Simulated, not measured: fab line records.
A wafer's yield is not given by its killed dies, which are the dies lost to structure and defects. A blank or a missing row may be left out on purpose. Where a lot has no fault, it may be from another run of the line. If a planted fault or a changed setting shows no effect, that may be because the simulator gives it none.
fab line records ; flow nand-harc
[record] lots = 6; wafers = 18; last-day = 32
route steps=1302 shown P_ZERO_WELL@14 END@1302
lots untouched by any fault: they come from a run of this same line in which no faults occurred
start-h: start of the lot's first displayed wafer, in hours after the record's first day ; wait-h: hours elapsed since this lot's preceding step ; " as in the row above ; L1.1+2: a single row standing in for several wafers ; - either no value or no given start ; * or withheld: withheld ; < > ~ a bound
route shown NAME@n: a module of which the file shows steps, and the number in the route of the first ; usual: the fault-free wafers' mean and standard deviation ; same: alike in all rows ; chamber/n: place in a boat ; sites: the reading at each site ; _std_site: their standard deviation ; _edge_site: the outer-site mean with the inner-site mean subtracted ; radius-mm: how far each site lies from the wafer's centre ; mask NAME#n: copy n ; behind: tool/chamber where the wafer was last shaped ; hold: why the lot went on hold/how many hours it stayed there/how the hold came to an end ; device: the n, p or np transistor that did not switch ; end of line: the route-end tests of the same wafers ; a step given without rows: its recipe and nothing more ; killed: not the wafer's yield, but the dies lost to structure and defects at the first sort ; map: a wafer's dies, marking killed ones x, the rest . and places with no die _
set.NAME: the setting the step ran with; set.NAME@STEP: the setting that earlier step ran with ; model.NAME: the simulator's own value behind a step, which no gauge read
lots at some steps of the route; a table a step, a row a wafer
services: from which hour (start-h, from the record's first day; less than 0 if before it) a tool's chamber was out of use, for how many hours, and why
[[steps]]
[step NHARC_P_ZERO_WELL_CD_MEAS_11]
[recipe] target-cd-nm = 500; landing-energy-ev = 500
[usual] cd-nm = 499.9/2.4
lot.wafer;tool;chamber;start-h;wait-h;cd-nm
L888.1;cd-sem-02;0;41.24;-;499.1
L888.3;cd-sem-02;0;41.24;-;497.6
L888.5;cd-sem-02;0;41.24;-;501.0
L894.2;cd-sem-03;0;101.25;-;497.0
L894.3;cd-sem-03;0;101.25;-;499.0
L894.5;cd-sem-03;0;101.25;-;497.2
L896.2;cd-sem-01;0;121.24;-;498.2
L896.4;cd-sem-01;0;121.24;-;496.9
L896.6;cd-sem-01;0;121.24;-;500.8
L899.2;cd-sem-03;0;151.36;-;500.0
L899.4;cd-sem-03;0;151.36;-;499.5
L899.6;cd-sem-03;0;151.36;-;498.3
L901.1;cd-sem-03;0;171.35;-;499.0
L901.4;cd-sem-03;0;171.35;-;501.9
L901.5;cd-sem-03;0;171.35;-;501.9
L908.2;cd-sem-02;0;241.11;-;500.6
L908.4;cd-sem-02;0;241.11;-;500.8
L908.5;cd-sem-02;0;241.11;-;501.6
[step NHARC_P_ZERO_WELL_HARDBAKE_12]
[recipe] temp-c = 118; time-s = 65
[step NHARC_P_ZERO_WELL_DESCUM_13]
[recipe] time-s = 3; o2-flow-sccm = 200; ar-flow-sccm = 0; bias-power-w = 0; chemistry = O2
[usual] drypump-motor-current-A = 5.8/0.43; oes-product-au = 0.999/0.0093; rf-vpp-V = 57.8/0.76; showerhead-plenum-p-Torr = 1.89/0.075; throttle-valve-pct = 11.311/0.0089
[same] time-s = 3
lot.wafer;tool;chamber;start-h;wait-h;drypump-motor-current-A;oes-product-au;rf-hours-counter-h;rf-vpp-V;showerhead-plenum-p-Torr;throttle-valve-pct
L888.1;rie-diel-04;2;41.40;-;6.0;1.009;10;58.2;1.79;11.316
L888.3;rie-diel-04;1;41.40;-;4.8;0.985;11;58.6;2.05;11.317
L888.5;rie-diel-04;3;41.40;-;6.4;0.995;-;56.6;1.89;11.322
L894.3;rie-diel-13;0;101.41;-;5.9;0.995;35;57.5;1.88;11.317
L894.2;rie-diel-13;1;101.41;-;5.5;1.009;41;56.8;1.80;11.311
L894.5;rie-diel-13;0;101.41;-;5.9;0.998;-;57.2;1.88;11.303
L896.2;rie-diel-13;0;121.39;-;5.9;0.982;41;57.0;1.88;11.308
L896.4;rie-diel-13;1;121.39;-;5.5;0.991;46;56.6;1.80;11.320
L896.6;rie-diel-13;0;121.39;-;5.9;0.983;-;58.0;1.88;11.310
L899.2;rie-diel-08;3;151.54;-;5.5;1.015;36;57.4;1.86;11.312
L899.4;rie-diel-08;2;151.54;-;5.5;1.008;38;58.7;1.94;11.316
L899.6;rie-diel-08;0;151.54;-;5.5;0.996;-;58.3;1.96;11.313
L901.1;rie-diel-04;1;171.51;-;4.8;0.985;61;57.8;2.04;11.299
L901.4;rie-diel-04;3;171.51;-;6.4;0.978;51;58.5;1.88;11.320
L901.5;rie-diel-04;1;171.51;-;4.8;0.990;-;58.1;2.04;11.309
L908.2;rie-diel-13;3;241.29;-;6.6;0.991;25;58.4;1.81;11.311
L908.4;rie-diel-13;0;241.29;-;5.9;0.997;20;58.4;1.87;11.325
L908.5;rie-diel-13;2;241.29;-;5.9;0.999;-;57.9;1.94;11.315
[step NHARC_P_ZERO_WELL_ETCH_65]
[recipe] target-depth-a = 800; overetch-a = 240; time-s = 87.88; ion-energy-ev = 200; n2-flow-sccm = 150; h2-flow-sccm = 150; ar-flow-sccm = 0; rf-w = 400; bias-w = 150; chemistry = N2/H2
[usual] drypump-motor-current-A = 5.8/0.44; n2-flow-sccm = 149.9/0.43; oes-product-au = 1.000/0.0089; rf-vpp-V = 430.1/2.4; showerhead-plenum-p-Torr = 2.03/0.085; throttle-valve-pct = 14.172/0.009
[same] time-s = 87.88
lot.wafer;tool;chamber;start-h;wait-h;drypump-motor-current-A;n2-flow-sccm;oes-product-au;rf-hours-counter-h;rf-vpp-V;showerhead-plenum-p-Torr;throttle-valve-pct
L888.1;rie-diel-04;0;41.49;0.1;6.1;149.5;0.994;10;432.4;2.15;14.171
L888.3;rie-diel-04;1;41.49;0.1;4.8;150.0;0.992;11;433.7;2.19;14.167
L888.5;rie-diel-04;1;41.49;0.1;4.8;150.3;0.989;-;433.7;2.19;14.166
L894.2;rie-diel-13;2;101.50;0.1;5.9;149.7;1.017;39;430.6;2.08;14.162
L894.3;rie-diel-13;3;101.50;0.1;6.6;149.0;0.990;34;427.8;1.94;14.184
L894.5;rie-diel-13;0;101.50;0.1;5.9;149.2;0.990;-;429.7;2.00;14.172
L896.4;rie-diel-13;2;121.48;0.1;5.9;150.9;1.014;44;431.6;2.08;14.179
L896.2;rie-diel-13;1;121.48;0.1;5.5;149.6;1.006;46;426.4;1.91;14.165
L896.6;rie-diel-13;3;121.48;0.1;6.6;149.7;1.003;-;427.6;1.94;14.168
L899.2;rie-diel-08;3;151.77;0.2;5.5;150.4;1.011;36;427.3;1.98;14.185
L899.4;rie-diel-08;0;151.77;0.2;5.6;150.2;0.990;38;432.7;2.09;14.168
L899.6;rie-diel-08;2;151.77;0.2;5.5;149.8;1.001;-;431.1;2.07;14.160
L901.4;rie-diel-04;2;171.60;0.1;6.0;149.6;0.995;58;427.2;1.89;14.182
L901.1;rie-diel-04;3;171.60;0.1;6.4;149.4;0.994;51;430.9;2.00;14.161
L901.5;rie-diel-04;1;171.60;0.1;4.8;150.0;1.000;-;433.7;2.18;14.170
L908.2;rie-diel-13;2;241.37;0.1;5.9;150.6;1.011;27;431.3;2.07;14.186
L908.4;rie-diel-13;3;241.37;0.1;6.5;150.1;0.993;25;427.6;1.93;14.180
L908.5;rie-diel-13;0;241.37;0.1;5.9;150.1;1.000;-;428.4;1.99;14.172
[step NHARC_P_ZERO_WELL_ETCH_62]
[recipe] target-depth-a = 130; time-s = 6.5; chf3-flow-sccm = 50; ar-flow-sccm = 200; rf-w = 500; bias-w = 200; chemistry = CHF3/Ar
[usual] drypump-motor-current-A = 5.8/0.44; oes-product-au = 0.961/0.019; rf-vpp-V = 370.2/2.1; showerhead-plenum-p-Torr = 2.33/0.091; throttle-valve-pct = 20.217/0.009
[same] time-s = 6.5
lot.wafer;tool;chamber;start-h;wait-h;drypump-motor-current-A;oes-product-au;rf-hours-counter-h;rf-vpp-V;showerhead-plenum-p-Torr;throttle-valve-pct
L888.3;rie-diel-04;3;-;-;6.4;0.941;8;369.6;2.32;20.210
L888.1;rie-diel-04;2;-;-;6.1;0.976;10;367.7;2.20;20.210
L888.5;rie-diel-04;3;-;-;6.4;0.955;-;371.1;2.32;20.210
L894.2;rie-diel-13;2;-;-;5.9;0.982;39;372.5;2.39;20.212
L894.3;rie-diel-13;1;-;-;5.5;0.977;41;366.6;2.21;20.210
L894.5;rie-diel-13;3;-;-;6.5;0.964;-;367.8;2.24;20.218
L896.2;rie-diel-13;3;-;-;6.6;0.969;39;369.5;2.23;20.211
L896.4;rie-diel-13;2;-;-;5.9;0.976;44;371.5;2.39;20.215
L896.6;rie-diel-13;0;-;-;5.9;0.941;-;370.3;2.30;20.210
L899.2;rie-diel-08;0;-;-;5.5;0.931;38;372.6;2.40;20.231
L899.4;rie-diel-08;3;-;-;5.5;0.943;36;369.2;2.28;20.211
L899.6;rie-diel-08;0;-;-;5.5;0.937;-;370.9;2.40;20.237
L901.1;rie-diel-04;3;-;-;6.4;0.968;51;370.3;2.30;20.214
L901.4;rie-diel-04;0;-;-;6.1;0.961;47;371.6;2.45;20.205
L901.5;rie-diel-04;2;-;-;6.0;0.970;-;368.7;2.18;20.218
L908.4;rie-diel-13;0;-;-;5.9;0.976;20;372.0;2.29;20.211
L908.2;rie-diel-13;1;-;-;5.5;0.959;27;366.8;2.19;20.206
L908.5;rie-diel-13;0;-;-;5.9;0.980;-;370.7;2.29;20.219
[step NHARC_P_ZERO_WELL_ETCH_63]
[recipe] target-depth-a = 1200; time-s = 40.1; hbr-flow-sccm = 150; cl2-flow-sccm = 50; rf-w = 400; icp-w = 400; bias-w = 100; chemistry = HBr/Cl2
[usual] drypump-motor-current-A = 6.0/0.47; oes-product-au = 1.001/0.01; throttle-valve-pct = 26.406/0.0092
[same] time-s = 40.1
lot.wafer;tool;chamber;start-h;wait-h;drypump-motor-current-A;oes-product-au;rf-hours-counter-h;throttle-valve-pct
L888.3;rie-si-06;1;41.66;-;5.5;0.998;0.6;26.408
L888.1;rie-si-06;2;41.66;-;6.5;1.010;0.9;26.381
L888.5;rie-si-06;2;41.66;-;6.5;1.012;-;26.407
L894.3;rie-si-06;1;101.66;-;5.5;1.014;0.2;26.385
L894.2;rie-si-06;2;101.66;-;6.6;0.993;0.1;26.407
L894.5;rie-si-06;1;101.66;-;5.5;1.017;-;26.405
L896.2;rie-si-06;2;121.65;-;6.6;0.998;0.3;26.402
L896.4;rie-si-06;0;121.65;-;6.3;1.006;0.3;26.419
L896.6;rie-si-06;2;121.65;-;6.5;0.995;-;26.396
L899.4;rie-si-02;1;152.17;-;5.9;0.994;0.3;26.397
L899.2;rie-si-02;3;152.17;-;5.6;1.010;0.3;26.396
L899.6;rie-si-02;0;152.17;-;5.4;0.988;-;26.406
L901.4;rie-si-06;1;171.77;-;5.5;1.016;0.7;26.405
L901.1;rie-si-06;2;171.77;-;6.5;1.000;0.6;26.417
L901.5;rie-si-06;1;171.77;-;5.5;1.002;-;26.413
L908.4;rie-si-06;0;241.54;-;6.3;1.011;1.1;26.397
L908.2;rie-si-06;2;241.54;-;6.5;1.005;0.9;26.401
L908.5;rie-si-06;3;241.54;-;6.5;0.982;-;26.400
[step NHARC_P_ZERO_WELL_STRIP_15]
[recipe] time-s = 900; temp-c = 130; chemistry = SPM
[step NHARC_P_ZERO_WELL_DEHYDRATE_16]
[recipe] temp-c = 150; time-s = 120
[step NHARC_P_ZERO_WELL_HMDS_17]
[recipe] time-s = 30
[step NHARC_P_ZERO_WELL_COAT_18]
[recipe] spin-rpm = withheld
[step NHARC_P_ZERO_WELL_SOFTBAKE_19]
[recipe] temp-c = 122; time-s = 95
[step NHARC_P_ZERO_WELL_EBR_20]
[step NHARC_P_ZERO_WELL_EXPOSE_21]
[recipe] na = 0.6; target-cd-nm = 720; dose-mj = 22.31; mask-id = P_NWELL
lot.wafer;tool;chamber;start-h;wait-h;mask;model.P_ZERO_WELL.overlay-x-nm
L888.1+3+5;krf-scanner-03;0;42.43;-;P_NWELL#0;-8.209
L894.2+3+5;krf-scanner-01;0;102.31;-;P_NWELL#0;-10.85
L896.2+4+6;krf-scanner-03;0;122.43;-;P_NWELL#0;295.8
L899.2+4+6;krf-scanner-03;0;152.94;-;P_NWELL#0;284.7
L901.1+4+5;krf-scanner-02;0;172.54;-;P_NWELL#0;0.6384
L908.2+4+5;krf-scanner-02;0;242.31;-;P_NWELL#0;2.323
[step NHARC_P_ZERO_WELL_PEB_22]
[recipe] peb-temp-c = 118; peb-time-s = 85
[step NHARC_P_ZERO_WELL_DEVELOP_23]
[recipe] time-s = 70
[step NHARC_P_ZERO_WELL_CD_MEAS_24]
[recipe] target-cd-nm = 720; landing-energy-ev = 500
[usual] cd-nm = 720.4/1.6
lot.wafer;tool;chamber;start-h;wait-h;cd-nm
L888.1;cd-sem-02;0;42.58;-;721.2
L888.3;cd-sem-02;0;42.58;-;720.4
L888.5;cd-sem-02;0;42.58;-;719.6
L894.2;cd-sem-01;0;102.46;-;721.6
L894.3;cd-sem-01;0;102.46;-;719.2
L894.5;cd-sem-01;0;102.46;-;722.9
L896.2;cd-sem-01;0;122.58;-;720.3
L896.4;cd-sem-01;0;122.58;-;718.2
L896.6;cd-sem-01;0;122.58;-;721.3
L899.2;cd-sem-03;0;153.09;-;719.1
L899.4;cd-sem-03;0;153.09;-;722.8
L899.6;cd-sem-03;0;153.09;-;719.2
L901.1;cd-sem-03;0;172.70;-;718.6
L901.4;cd-sem-03;0;172.70;-;718.2
L901.5;cd-sem-03;0;172.70;-;721.0
L908.2;cd-sem-03;0;242.47;-;721.6
L908.4;cd-sem-03;0;242.47;-;719.3
L908.5;cd-sem-03;0;242.47;-;724.0
[step NHARC_P_ZERO_WELL_HARDBAKE_25]
[recipe] temp-c = 125; time-s = 80
[step NHARC_P_ZERO_WELL_DESCUM_26]
[recipe] time-s = 3; o2-flow-sccm = 200; ar-flow-sccm = 0; bias-power-w = 0; chemistry = O2
[step NHARC_P_ZERO_WELL_IMPLANT_27]
[recipe] energy-kev = 600; dose-cm2 = 1e+13; tilt-deg = 7
[step NHARC_P_ZERO_WELL_IMPLANT_57]
[recipe] energy-kev = 250; dose-cm2 = 4e+12; tilt-deg = 7
[step NHARC_P_ZERO_WELL_IMPLANT_58]
[recipe] energy-kev = 100; dose-cm2 = 2e+12; tilt-deg = 7
[step NHARC_P_ZERO_WELL_STRIP_28]
[recipe] time-s = 840; temp-c = 130; chemistry = SPM
[step NHARC_P_ZERO_WELL_DEHYDRATE_29]
[recipe] temp-c = 150; time-s = 120
[step NHARC_P_ZERO_WELL_HMDS_30]
[recipe] time-s = 30
[step NHARC_P_ZERO_WELL_COAT_31]
[recipe] spin-rpm = withheld
[step NHARC_P_ZERO_WELL_SOFTBAKE_32]
[recipe] temp-c = 122; time-s = 95
[step NHARC_P_ZERO_WELL_EBR_33]
[step NHARC_P_ZERO_WELL_EXPOSE_34]
[recipe] na = 0.6; target-cd-nm = 720; dose-mj = 22.31; mask-id = P_PWELL
[step NHARC_P_ZERO_WELL_PEB_35]
[recipe] peb-temp-c = 118; peb-time-s = 85
[step NHARC_P_ZERO_WELL_DEVELOP_36]
[recipe] time-s = 70
[step NHARC_P_ZERO_WELL_CD_MEAS_37]
[recipe] target-cd-nm = 720; landing-energy-ev = 500
[usual] cd-nm = 719.4/1.9
lot.wafer;tool;chamber;start-h;wait-h;cd-nm
L888.1;cd-sem-01;0;44.23;-;721.1
L888.3;cd-sem-01;0;44.23;-;719.6
L888.5;cd-sem-01;0;44.23;-;721.1
L894.2;cd-sem-01;0;104.10;-;716.3
L894.3;cd-sem-01;0;104.10;-;717.2
L894.5;cd-sem-01;0;104.10;-;720.6
L896.2;cd-sem-03;0;124.22;-;722.4
L896.4;cd-sem-03;0;124.22;-;720.9
L896.6;cd-sem-03;0;124.22;-;722.1
L899.2;cd-sem-01;0;154.72;-;722.0
L899.4;cd-sem-01;0;154.72;-;719.2
L899.6;cd-sem-01;0;154.72;-;722.5
L901.1;cd-sem-03;0;174.26;-;718.0
L901.4;cd-sem-03;0;174.26;-;717.8
L901.5;cd-sem-03;0;174.26;-;717.5
L908.2;cd-sem-02;0;244.11;-;717.0
L908.4;cd-sem-02;0;244.11;-;717.1
L908.5;cd-sem-02;0;244.11;-;718.7
[step NHARC_P_ZERO_WELL_HARDBAKE_38]
[recipe] temp-c = 125; time-s = 80
[step NHARC_P_ZERO_WELL_DESCUM_39]
[recipe] time-s = 3; o2-flow-sccm = 200; ar-flow-sccm = 0; bias-power-w = 0; chemistry = O2
[usual] drypump-motor-current-A = 5.8/0.45; oes-product-au = 0.999/0.011; rf-vpp-V = 57.8/0.91; showerhead-plenum-p-Torr = 1.91/0.079; throttle-valve-pct = 11.311/0.0096
[same] time-s = 3
lot.wafer;tool;chamber;start-h;wait-h;drypump-motor-current-A;oes-product-au;rf-hours-counter-h;rf-vpp-V;showerhead-plenum-p-Torr;throttle-valve-pct
L888.1;rie-diel-04;0;44.40;-;6.1;0.987;10;58.5;2.02;11.311
L888.3;rie-diel-04;1;44.40;-;4.8;0.990;11;56.8;2.05;11.304
L888.5;rie-diel-04;0;44.40;-;6.1;0.985;-;57.0;2.02;11.306
L894.3;rie-diel-04;2;104.28;-;6.0;0.997;36;56.1;1.78;11.310
L894.2;rie-diel-04;3;104.28;-;6.4;1.003;31;57.3;1.89;11.340
L894.5;rie-diel-04;0;104.28;-;6.1;0.997;-;57.8;2.01;11.317
L896.2;rie-diel-13;3;124.41;-;6.6;0.996;40;57.7;1.82;11.303
L896.4;rie-diel-13;0;124.41;-;5.9;0.986;42;57.8;1.88;11.295
L896.6;rie-diel-13;2;124.41;-;5.9;1.005;-;57.9;1.95;11.298
L899.4;rie-diel-13;1;154.87;-;5.5;1.005;57;58.1;1.79;11.308
L899.2;rie-diel-13;2;154.87;-;5.9;1.002;55;57.9;1.95;11.308
L899.6;rie-diel-13;1;154.87;-;5.5;1.005;-;58.0;1.79;11.308
L901.4;rie-diel-04;1;174.42;-;4.8;0.999;62;58.4;2.04;11.319
L901.1;rie-diel-04;3;174.42;-;6.4;0.992;51;57.8;1.88;11.305
L901.5;rie-diel-04;1;174.42;-;4.8;1.003;-;57.3;2.04;11.305
L908.2;rie-diel-08;2;244.29;-;5.4;1.007;11;57.4;1.93;11.299
L908.4;rie-diel-08;3;244.29;-;5.5;0.995;13;57.1;1.85;11.325
L908.5;rie-diel-08;0;244.29;-;5.6;0.997;-;58.1;1.95;11.308
[step NHARC_P_ZERO_WELL_IMPLANT_40]
[recipe] energy-kev = 300; dose-cm2 = 1e+13; tilt-deg = 7
[step NHARC_P_ZERO_WELL_IMPLANT_59]
[recipe] energy-kev = 120; dose-cm2 = 5e+12; tilt-deg = 7
[step NHARC_P_ZERO_WELL_IMPLANT_60]
[recipe] energy-kev = 30; dose-cm2 = 2e+12; tilt-deg = 7
[step NHARC_P_ZERO_WELL_STRIP_41]
[recipe] time-s = 840; temp-c = 130; chemistry = SPM
[step NHARC_P_ZERO_WELL_DEHYDRATE_44]
[recipe] temp-c = 150; time-s = 120
[step NHARC_P_ZERO_WELL_HMDS_45]
[recipe] time-s = 30
[step NHARC_P_ZERO_WELL_COAT_46]
[recipe] spin-rpm = withheld
[step NHARC_P_ZERO_WELL_SOFTBAKE_47]
[recipe] temp-c = 122; time-s = 95
[step NHARC_P_ZERO_WELL_EBR_48]
[step NHARC_END_SORT_01]
[recipe] temp-c = 25
[usual] killed-at-array = 55/20; killed-at-other = 1.2/1.3; killed-at-periphery = 4.0/3; killed-dies = 60/21; killed-open = 3.2/1.9; killed-short = 2.5/1.6
[same] gross-dies = 677
lot.wafer;tool;chamber;start-h;wait-h;killed-at-array;killed-at-other;killed-at-periphery;killed-dies;killed-open;killed-short
L894.2;prober-01;0;631.51;2.8;50;0;5;55;0;2
L894.3;prober-01;0;632.31;3.1;62;3;3;68;6;4
L894.5;prober-01;0;633.92;3.7;59;2;6;67;2;2
L896.2;prober-02;0;685.50;2.8;21;2;654;677;2;2
L896.4;prober-02;0;687.11;3.4;27;1;649;677;4;3
L896.6;prober-02;0;688.72;4.0;23;1;653;677;2;1
L899.2;prober-02;0;702.30;2.8;80;0;597;677;2;2
L899.4;prober-02;0;703.91;3.4;72;2;603;677;2;2
L899.6;prober-02;0;705.51;4.0;77;1;599;677;5;3
L901.1;prober-02;0;714.68;2.5;45;2;4;51;3;2
L901.4;prober-02;0;717.13;3.5;55;3;5;63;6;3
// killed by level:class
L894.2 A_CHANNEL_HOLE_D1:chamber-film-flake=32 A_CHANNEL_HOLE_D2:chamber-film-flake=11 A_CONTACT:chamber-film-flake=3 P_GATE:chamber-film-flake=2 A_SOURCE_PLATE:geometric-particle:short=1 A_CHANNEL_FILL_D1:geometric-particle:short=1 P_ZERO_WELL:chamber-film-flake=1 P_STI:chamber-film-flake=1
L894.3 A_CHANNEL_HOLE_D1:chamber-film-flake=34 A_CHANNEL_HOLE_D2:chamber-film-flake=11 A_CONTACT:chamber-film-flake=4 THIN_TSV:chamber-film-flake=3 P_M0:geometric-particle:open=2 A_M0:geometric-particle:open=2 A_STAIRCASE:chamber-film-flake=2 A_WL_FILL:chamber-film-flake=2
L894.5 A_CHANNEL_HOLE_D1:chamber-film-flake=30 A_CHANNEL_HOLE_D2:chamber-film-flake=9 A_WL_FILL:chamber-film-flake=6 A_CONTACT:chamber-film-flake=6 P_GATE:chamber-film-flake=3 P_BONDPAD:chamber-film-flake=2 A_CHANNEL_FILL_D1:chamber-film-flake=2 A_CHANNEL_FILL_D1:geometric-particle:open=1
L896.2 P_ZERO_WELL:overlay=650 A_CHANNEL_HOLE_D1:chamber-film-flake=7 A_CONTACT:chamber-film-flake=5 A_STAIRCASE:chamber-film-flake=3 P_STI:chamber-film-flake=2 A_CHANNEL_HOLE_D2:chamber-film-flake=2 THIN_TSV:chamber-film-flake=2 P_M2:geometric-particle:open=1
L896.4 P_ZERO_WELL:overlay=649 A_CHANNEL_HOLE_D1:chamber-film-flake=9 A_CHANNEL_HOLE_D2:chamber-film-flake=4 A_STAIRCASE:chamber-film-flake=3 A_CONTACT:chamber-film-flake=2 A_CHANNEL_FILL_D1:geometric-particle:open=1 A_DECK1_JOINT:geometric-particle:open=1 A_CHANNEL_FILL_D2:geometric-particle:short=1
L896.6 P_ZERO_WELL:overlay=649 A_CHANNEL_HOLE_D1:chamber-film-flake=7 A_CHANNEL_HOLE_D2:chamber-film-flake=4 A_SLIT:chamber-film-flake=4 A_CONTACT:chamber-film-flake=3 A_STAIRCASE:chamber-film-flake=2 P_CONTACT:geometric-particle:open=1 A_WL_FILL:geometric-particle:short=1
L899.2 P_ZERO_WELL:overlay=591 A_SLIT:chamber-film-flake=34 A_CHANNEL_HOLE_D1:chamber-film-flake=33 A_STAIRCASE:chamber-film-flake=5 P_GATE:chamber-film-flake=4 P_M1:chamber-film-flake=2 A_DECK1_JOINT:geometric-particle:short=1 A_WL_FILL:geometric-particle:short=1
L899.4 P_ZERO_WELL:overlay=598 A_SLIT:chamber-film-flake=34 A_CHANNEL_HOLE_D1:chamber-film-flake=30 A_CHANNEL_FILL_D2:chamber-film-flake=3 P_GATE:chamber-film-flake=2 THIN_TSV:chamber-film-flake=2 P_GATE:geometric-particle:open=1 A_CHANNEL_FILL_D1:geometric-particle:short=1
L899.6 P_ZERO_WELL:overlay=595 A_SLIT:chamber-film-flake=33 A_CHANNEL_HOLE_D1:chamber-film-flake=33 A_CONTACT:chamber-film-flake=4 P_GATE:geometric-particle:open=1 P_M0:geometric-particle:short=1 P_M0:geometric-particle:open=1 A_SOURCE_PLATE:geometric-particle:short=1
L901.1 A_CHANNEL_HOLE_D1:chamber-film-flake=30 P_ZERO_WELL:chamber-film-flake=3 A_CONTACT:chamber-film-flake=3 A_STAIRCASE:chamber-film-flake=2 A_SGD_CUT:chamber-film-flake=2 A_SLIT:chamber-film-flake=2 THIN_TSV:chamber-film-flake=2 P_GATE:geometric-particle:short=1
L901.4 A_CHANNEL_HOLE_D1:chamber-film-flake=34 A_SLIT:chamber-film-flake=7 A_STAIRCASE:chamber-film-flake=3 THIN_TSV:chamber-film-flake=3 A_CHANNEL_FILL_D1:geometric-particle:short=2 P_ZERO_WELL:chamber-film-flake=2 A_CONTACT:chamber-film-flake=2 P_CONTACT:geometric-particle:open=1
// map L896.2 (x killed, . not)
____________x____________
_________xxxxxxx_________
_______xxxxxxxxxxx_______
______xxxxxxxxxxxxx______
_____xxxxxxxxxxxxxxx_____
____xxxxxxxxxxxxxxxxx____
____xxxxxxxxxxxxxxxxx____
___xxxxxxxxxxxxxxxxxxx___
___xxxxxxxxxxxxxxxxxxx___
__xxxxxxxxxxxxxxxxxxxxx__
__xxxxxxxxxxxxxxxxxxxxx__
_xxxxxxxxxxxxxxxxxxxxxxx_
_xxxxxxxxxxxxxxxxxxxxxxx_
_xxxxxxxxxxxxxxxxxxxxxxx_
_xxxxxxxxxxxxxxxxxxxxxxx_
_xxxxxxxxxxxxxxxxxxxxxxx_
xxxxxxxxxxxxxxxxxxxxxxxxx
xxxxxxxxxxxxxxxxxxxxxxxxx
xxxxxxxxxxxxxxxxxxxxxxxxx
xxxxxxxxxxxxxxxxxxxxxxxxx
xxxxxxxxxxxxxxxxxxxxxxxxx
_xxxxxxxxxxxxxxxxxxxxxxx_
_xxxxxxxxxxxxxxxxxxxxxxx_
_xxxxxxxxxxxxxxxxxxxxxxx_
_xxxxxxxxxxxxxxxxxxxxxxx_
_xxxxxxxxxxxxxxxxxxxxxxx_
__xxxxxxxxxxxxxxxxxxxxx__
__xxxxxxxxxxxxxxxxxxxxx__
___xxxxxxxxxxxxxxxxxxx___
___xxxxxxxxxxxxxxxxxxx___
____xxxxxxxxxxxxxxxxx____
____xxxxxxxxxxxxxxxxx____
_____xxxxxxxxxxxxxxx_____
______xxxxxxxxxxxxx______
_______xxxxxxxxxxx_______
_________xxxxxxx_________
____________x____________
// map L899.2 (x killed, . not)
____________x____________
_________xxxxxxx_________
_______xxxxxxxxxxx_______
______xxxxxxxxxxxxx______
_____xxxxxxxxxxxxxxx_____
____xxxxxxxxxxxxxxxxx____
____xxxxxxxxxxxxxxxxx____
___xxxxxxxxxxxxxxxxxxx___
___xxxxxxxxxxxxxxxxxxx___
__xxxxxxxxxxxxxxxxxxxxx__
__xxxxxxxxxxxxxxxxxxxxx__
_xxxxxxxxxxxxxxxxxxxxxxx_
_xxxxxxxxxxxxxxxxxxxxxxx_
_xxxxxxxxxxxxxxxxxxxxxxx_
_xxxxxxxxxxxxxxxxxxxxxxx_
_xxxxxxxxxxxxxxxxxxxxxxx_
xxxxxxxxxxxxxxxxxxxxxxxxx
xxxxxxxxxxxxxxxxxxxxxxxxx
xxxxxxxxxxxxxxxxxxxxxxxxx
xxxxxxxxxxxxxxxxxxxxxxxxx
xxxxxxxxxxxxxxxxxxxxxxxxx
_xxxxxxxxxxxxxxxxxxxxxxx_
_xxxxxxxxxxxxxxxxxxxxxxx_
_xxxxxxxxxxxxxxxxxxxxxxx_
_xxxxxxxxxxxxxxxxxxxxxxx_
_xxxxxxxxxxxxxxxxxxxxxxx_
__xxxxxxxxxxxxxxxxxxxxx__
__xxxxxxxxxxxxxxxxxxxxx__
___xxxxxxxxxxxxxxxxxxx___
___xxxxxxxxxxxxxxxxxxx___
____xxxxxxxxxxxxxxxxx____
____xxxxxxxxxxxxxxxxx____
_____xxxxxxxxxxxxxxx_____
______xxxxxxxxxxxxx______
_______xxxxxxxxxxx_______
_________xxxxxxx_________
____________x____________
[[services]]
tool;chamber;start-h;hours;kind
krf-scanner-02;-;28.23;9.8;repair
krf-scanner-02;-;39.58;2.8;repair
krf-scanner-03;-;52.00;4.0;pm
rie-si-02;1;54.51;8.6;repair
rie-si-06;-;72.00;9.0;pm
krf-scanner-01;-;76.17;0.2;repair
rie-diel-04;0;87.68;14.3;repair
krf-scanner-02;-;94.50;4.0;pm
rie-si-02;-;100.00;9.0;pm
krf-scanner-03;-;106.80;0.5;repair
rie-si-06;-;115.71;0.3;repair
krf-scanner-02;-;119.82;0.5;repair
rie-diel-13;1;130.15;6.9;repair
rie-diel-13;-;165.06;9.0;pm
rie-si-06;1;175.23;8.7;repair
rie-diel-04;2;178.02;6.9;repair
rie-diel-04;-;179.42;9.0;pm
rie-diel-08;0;186.29;6.8;repair
rie-diel-08;-;190.89;9.0;pm
rie-diel-13;-;211.85;0.2;repair
rie-diel-08;3;212.60;1.8;repair
rie-diel-13;0;219.10;4.8;repair
krf-scanner-03;-;222.23;3.4;repair
rie-diel-04;2;238.57;6.5;repair
[[key]]
[first-sign] step = NHARC_END_SORT_01; reading = killed-at-periphery; direction = up; sigmas = 99+; usual = 4.0; struck = 625.8
[effect] step = NHARC_END_SORT_01; reading = killed-dies; direction = up; sigmas = 30; usual = 60; struck = 677
[model-effect] step = NHARC_P_ZERO_WELL_EXPOSE_21; value = P_ZERO_WELL.overlay-x-nm; without = -9.576; struck = 290.2
[more-kills-born-at] NHARC_P_ZERO_WELL_EXPOSE_21@krf-scanner-03 = 3732
met-at NHARC_P_ZERO_WELL_EXPOSE_21
struck-wafers L896.2,L896.4,L896.6,L899.2,L899.4,L899.6
tester-left-out L896,L899
onset-between 42.43 122.43
also-fits NHARC_P_ZERO_WELL_DESCUM_39:rie-diel-13
[fault] kind = scanner-matching-overlay; tool = krf-scanner-03; chamber = -; onset-h = 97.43; steps = NHARC_P_ZERO_WELL_EXPOSE_21; offset = 299.82
// tester-left-out: of these lots the tester's yield and bins aren't shown, on N5 and GAA mostly nor the transistor test; their killed dies are dies lost to structure and defects alone, not to doping, threshold or leakage, so they don't give the yield
